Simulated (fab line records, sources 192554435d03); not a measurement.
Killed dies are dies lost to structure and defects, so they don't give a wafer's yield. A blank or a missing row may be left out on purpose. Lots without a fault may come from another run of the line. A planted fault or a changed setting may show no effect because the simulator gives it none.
fab line records | flow n5_finfet
record lots=7 wafers=21 last_day=14
route steps=1938 shown FIN_SAQP@98
lots that met no fault: from a run of the same line without faults
start_h: hours from the record's first day to the start of the lot's first wafer shown | wait_h: hours since the lot's step before | " the same as in the row above | L1.1+2: a row that stands for several wafers | - no value, or no start given | * or withheld: withheld | < > ~ a bound
route shown NAME@n: a module of which the file shows steps, and the number in the route of the first | usual: mean/standard deviation of fault-free wafers | same: alike in all rows | chamber/n: place in a boat | sites: the reading at each site | _std_site: their standard deviation | _edge_site: outer sites' mean less inner sites' | radius_mm: how far each site lies from the wafer's centre | mask NAME#n: copy n | behind: the tool/chamber that last shaped the wafer | hold: why the lot was held/for how many hours/how that ended | device: the transistor (n, p or np) that didn't switch | end of line: the same wafers' tests at the end of the route | a step without rows: its recipe alone | killed: dies lost to structure and defects at the first sort, not the wafer's yield | map: a wafer's dies, x killed, . not, _ none there
set.NAME: the setting as run; set.NAME@STEP: as run at that earlier step | model.NAME: the simulator's own value behind a step, which no gauge read
lots at some steps of the route; a table a step, a row a wafer
services: from which hour (start_h, from the record's first day; less than 0 if before it) a tool's chamber was out of use, for how many hours, and why
## steps
# step N5_FIN_SAQP_PECVD_47
# recipe material=a-Si target_thk_a=450 temp_c=400 precursor=SiH4/He pressure_torr=3 rf_w=100 time_s=36.3
# usual heater_power_w=819/75 showerhead_plenum_p_Torr=5.68/0.045 showerhead_vpp_V=628/28 throttle_valve_pct=18.1/0.76
# columns lot.wafer tool chamber start_h wait_h heater_power_w showerhead_plenum_p_Torr showerhead_vpp_V throttle_valve_pct
L826.3 pecvd-01 1 39.38 0.1 822 5.65 621 18.1
L826.4 " 0 " " 750 5.67 663 17.8
L826.5 " 1 " " 825 5.63 617 18.1
L828.2 pecvd-02 2 51.11 0.0 948 5.65 666 16.9
L828.3 " 0 " " 777 5.66 599 18.8
L828.4 " 2 " " 960 5.63 678 17.3
L831.1 pecvd-01 1 69.39 0.0 877 5.66 621 18.3
L831.5 " 0 " " 772 5.67 662 17.9
L831.6 " 1 " " 894 5.65 613 18.0
L832.2 pecvd-01 1 76.86 0.0 907 5.66 620 18.0
L832.3 " 0 " " 716 5.67 679 17.7
L832.4 " 1 " " 871 5.64 623 18.0
L839.1 pecvd-02 1 116.70 0.0 783 5.68 624 17.9
L839.2 " 2 " " 871 5.64 661 17.2
L839.5 " 1 " " 785 5.69 626 18.0
L840.1 pecvd-01 1 123.33 0.0 830 5.67 625 18.2
L840.4 " 2 " " 836 5.71 622 17.5
L840.6 " 1 " " 820 5.65 619 18.0
L841.3 pecvd-03 2 130.11 0.0 743 5.71 580 18.4
L841.4 " 0 " " 796 5.79 623 16.9
L841.6 " 2 " " 761 5.72 584 18.5
# step N5_FIN_SAQP_PECVD_48
# recipe material=SiNx target_thk_a=250 temp_c=400 precursor=SiH4/NH3/N2 pressure_torr=1.5 rf_w=300 time_s=22.1
# usual heater_power_w=759/84 showerhead_plenum_p_Torr=5.16/0.061 showerhead_vpp_V=1086/49 throttle_valve_pct=39.7/1.7
# columns lot.wafer tool chamber start_h wait_h heater_power_w showerhead_plenum_p_Torr showerhead_vpp_V throttle_valve_pct
L826.3 pecvd-01 1 39.45 0.0 740 5.13 1061 39.8
L826.4 " 0 " " 697 5.13 1174 39.1
L826.5 " 1 " " 725 5.12 1064 39.6
L828.2 pecvd-02 2 51.15 0.0 887 5.10 1169 37.7
L828.3 " 0 " " 739 5.17 1050 41.3
L828.4 " 2 " " 875 5.09 1165 37.6
L831.1 pecvd-01 1 69.45 0.0 748 5.14 1092 40.0
L831.5 " 0 " " 720 5.14 1166 39.0
L831.6 " 1 " " 757 5.13 1074 39.4
L832.2 pecvd-01 1 76.92 0.0 844 5.11 1062 40.0
L832.3 " 0 " " 673 5.13 1169 38.9
L832.4 " 1 " " 860 5.13 1081 39.8
L839.1 pecvd-02 1 116.74 0.0 656 5.17 1078 39.9
L839.2 " 2 " " 853 5.11 1122 38.0
L839.5 " 1 " " 666 5.15 1067 39.9
L840.1 pecvd-01 1 123.39 0.0 790 5.11 1061 40.0
L840.4 " 2 " " 786 5.21 1059 39.0
L840.6 " 1 " " 809 5.12 1075 39.6
L841.3 pecvd-03 2 130.15 0.0 630 5.22 1021 40.3
L841.4 " 0 " " 785 5.34 1053 37.0
L841.6 " 2 " " 623 5.20 1014 40.4
# step N5_FIN_SAQP_PECVD_06
# recipe material=a-Si target_thk_a=600 temp_c=400 precursor=SiH4/He pressure_torr=3 rf_w=100 time_s=48.1
# usual heater_power_w=826/79 showerhead_plenum_p_Torr=5.68/0.045 showerhead_vpp_V=628/28 throttle_valve_pct=18.1/0.77
# columns lot.wafer tool chamber start_h wait_h heater_power_w showerhead_plenum_p_Torr showerhead_vpp_V throttle_valve_pct
L826.3 pecvd-01 1 39.51 0.0 822 5.66 628 17.7
L826.4 " 0 " " 750 5.65 675 18.0
L826.5 " 1 " " 832 5.65 620 18.1
L828.2 pecvd-02 2 51.19 0.0 952 5.63 660 16.9
L828.3 " 0 " " 785 5.68 608 19.0
L828.4 " 2 " " 919 5.64 678 17.5
L831.1 pecvd-01 1 69.51 0.0 903 5.65 628 17.8
L831.5 " 0 " " 754 5.66 670 17.8
L831.6 " 1 " " 897 5.66 621 18.2
L832.2 pecvd-01 1 76.98 0.0 903 5.65 622 18.2
L832.3 " 0 " " 693 5.65 677 17.6
L832.4 " 1 " " 916 5.65 612 18.0
L839.1 pecvd-02 1 116.78 0.0 805 5.70 642 18.1
L839.2 " 2 " " 918 5.63 671 17.2
L839.5 " 1 " " 808 5.69 616 17.8
L840.1 pecvd-01 1 123.45 0.0 915 5.65 617 18.1
L840.4 " 2 " " 784 5.71 618 17.7
L840.6 " 1 " " 908 5.67 614 18.2
L841.3 pecvd-03 2 130.19 0.0 677 5.71 579 18.6
L841.4 " 0 " " 736 5.81 611 16.7
L841.6 " 2 " " 709 5.71 575 18.6
# step N5_FIN_SAQP_THK_MEAS_07
# usual thk_nm=59.6/0.87
# columns lot.wafer tool chamber start_h wait_h thk_nm
L826.3 film_metro-02 - 39.60 0.1 60.0
L826.4 " - " " 58.0
L826.5 " - " " 59.2
L828.2 film_metro-01 - 51.28 0.1 60.4
L828.3 " - " " 59.7
L828.4 " - " " 60.8
L831.1 film_metro-02 - 69.63 0.1 59.5
L831.5 " - " " 59.5
L831.6 " - " " 60.1
L832.2 film_metro-02 - 77.10 0.1 59.0
L832.3 " - " " 59.1
L832.4 " - " " 60.2
L839.1 film_metro-02 - 116.87 0.1 58.1
L839.2 " - " " 59.9
L839.5 " - " " 59.9
L840.1 film_metro-01 - 123.57 0.1 58.9
L840.4 " - " " 59.7
L840.6 " - " " 59.7
L841.3 film_metro-01 - 130.28 0.1 59.1
L841.4 " - " " 60.8
L841.6 " - " " 59.9
# step N5_FIN_SAQP_HM_DEP_72
# recipe material=SiO2 target_thk_a=120 temp_c=400 precursor=SiH4/N2O pressure_torr=0.75 rf_w=275 time_s=7.2
# usual heater_power_w=757/85 showerhead_plenum_p_Torr=8.20/0.12 showerhead_vpp_V=1039/46
# columns lot.wafer tool chamber start_h wait_h heater_power_w showerhead_plenum_p_Torr showerhead_vpp_V
L826.3 pecvd-03 2 39.64 0.0 686 8.26 977
L826.4 " 0 " " 776 8.55 1027
L826.5 " 1 " " 847 8.13 1024
L828.2 pecvd-01 0 51.31 0.0 691 8.11 1111
L828.3 " 0 " " 713 8.15 1124
L828.4 " 1 " " 854 8.11 1019
L831.1 pecvd-03 2 69.66 0.0 695 8.29 975
L831.5 " 2 " " 682 8.26 974
L831.6 " 1 " " 828 8.11 1049
L832.2 pecvd-01 0 77.13 0.0 706 8.14 1105
L832.3 " 1 " " 778 8.12 1018
L832.4 " 0 " " 676 8.13 1128
L839.1 pecvd-03 1 116.90 0.0 846 8.12 1028
L839.2 " 2 " " 693 8.26 975
L839.5 " 1 " " 859 8.14 1029
L840.1 pecvd-01 1 123.61 0.0 848 8.12 1037
L840.4 " 1 " " 861 8.10 1014
L840.6 " 1 " " 867 8.11 1017
L841.3 pecvd-01 0 130.32 0.0 646 8.11 1117
L841.4 " 0 " " 639 8.13 1110
L841.6 " 1 " " 890 8.09 1019
# step N5_FIN_SAQP_COAT_49
# recipe resist=SOC temp_c=250 time_s=60 spin_rpm=1500 resist_thk_nm=100
# step N5_FIN_SAQP_COAT_50
# recipe resist=SiARC temp_c=220 time_s=60 spin_rpm=1500 resist_thk_nm=35
# step N5_FIN_SAQP_COAT_10
# recipe resist=CAR-ArF spin_rpm=1500 resist_thk_nm=90
# step N5_FIN_SAQP_EBR_12
# recipe solvent=PGMEA ebr_width_mm=1.5
# step N5_FIN_SAQP_SOFTBAKE_11
# recipe temp_c=110 time_s=60 resist=CAR-ArF
# step N5_FIN_SAQP_EXPOSE_13
# recipe mask_id=FIN_CORE na=1.35 source_shape=dipole sigma_inner=0.538 sigma_outer=0.738 polarization=te target_cd_nm=35.6 dose_mj=63.25
# step N5_FIN_SAQP_PEB_14
# recipe peb_temp_c=withheld peb_time_s=60 resist=CAR-ArF
# step N5_FIN_SAQP_DEVELOP_15
# recipe develop_time_s=30 developer=TMAH resist=CAR-ArF dev_temp_c=23 rinse_liquid=diw dry=air_spin
# usual chill_plate_temp_C=23.01/0.11 develop_time_s=30/0
# columns lot.wafer tool chamber start_h wait_h chill_plate_temp_C develop_time_s model.CAR-ArF_of_FIN_SAQP_COAT_10.thk_nm
L826.3 litho_track-04 0 40.03 - 23.02 30 88.18
L826.4 " 0 " " 23.05 30 88.01
L826.5 " 0 " " 23.11 30 88.36
L828.2 litho_track-04 0 51.60 - 23.16 30 88.13
L828.3 " 0 " " 23.03 30 87.93
L828.4 " 0 " " 22.94 30 88.04
L831.1 litho_track-04 0 70.05 - 22.98 30 88.2
L831.5 " 0 " " 22.89 30 88.4
L831.6 " 0 " " 22.91 30 88.18
L832.2 litho_track-01 0 77.55 - 23.00 30 88.34
L832.3 " 0 " " 23.02 30 88.39
L832.4 " 0 " " 23.17 30 88.44
L839.1 litho_track-01 - 117.17 - - - 90.23
L839.2 " - " " - - 90.14
L839.5 " - " " - - 90.09
L840.1 litho_track-01 - 124.02 - - - 90.04
L840.4 " - " " - - 90
L840.6 " - " " - - 89.93
L841.3 litho_track-01 - 130.59 - - - 90.09
L841.4 " - " " - - 89.91
L841.6 " - " " - - 90.04
# step N5_FIN_SAQP_CD_MEAS_16
# recipe target_cd_nm=35.6 landing_energy_ev=500 detector=se_inlens
# usual cd_nm=35.66/0.3
# columns lot.wafer tool chamber start_h wait_h cd_nm
L826.3 cd_sem-03 0 40.09 - 36.08
L826.4 " 0 " " 35.83
L826.5 " 0 " " 35.72
L828.2 cd_sem-01 0 51.66 - 35.12
L828.3 " 0 " " 35.73
L828.4 " 0 " " 36.30
L831.1 cd_sem-01 0 70.11 - 35.44
L831.5 " 0 " " 35.55
L831.6 " 0 " " 35.84
L832.2 cd_sem-03 0 77.61 - 35.38
L832.3 " 0 " " 35.97
L832.4 " 0 " " 35.78
L839.1 cd_sem-01 0 117.23 - -
L839.2 " 0 " " -
L839.5 " 0 " " -
L840.1 cd_sem-01 0 124.08 - -
L840.4 " 0 " " -
L840.6 " 0 " " -
L841.3 cd_sem-01 0 130.65 - -
L841.4 " 0 " " -
L841.6 " 0 " " -
## services
# columns tool chamber start_h hours kind
pecvd-01 2 38.60 2.1 scheduled_down
pecvd-01 2 40.76 13.3 repair
pecvd-01 2 66.34 5.5 scheduled_down
pecvd-01 - 104.26 0.7 repair
pecvd-01 0 120.29 5.2 repair
## key
first_sign step=N5_FIN_SAQP_DEVELOP_15 reading=tool_record direction=missing
effect none on later readings
model_effect step=N5_FIN_SAQP_DEVELOP_15 value=CAR-ArF_of_FIN_SAQP_COAT_10.thk_nm without=88.35 struck=90.05
met_at N5_FIN_SAQP_DEVELOP_15
struck_wafers L839.1,L839.2,L839.5,L840.1,L840.4,L840.6,L841.3,L841.4,L841.6
later_rows_left_out L839.1,L839.2,L839.5,L840.1,L840.4,L840.6,L841.3,L841.4,L841.6
sort_left_out L839.1,L839.2,L839.5,L840.1,L840.4,L840.6,L841.3,L841.4,L841.6
tester_left_out L839,L840,L841
onset_between 77.55 117.17
fault kind=skipped_step_whole tool=litho_track-01 chamber=- onset_h=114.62 steps=N5_FIN_SAQP_DEVELOP_15 scope=struck_lots_only
# tester_left_out: of these lots the tester's yield and bins aren't shown, on N5 and GAA mostly nor the transistor test; their killed dies are dies lost to structure and defects alone, not to doping, threshold or leakage, so they don't give the yield
# sort_left_out: the simulated sort isn't trusted on such a fault, so these wafers' sort isn't shown, and their yield isn't known
# later_rows_left_out: the simulator's readings of these wafers behind a module that went badly wrong aren't trusted and aren't shown, but for the sort
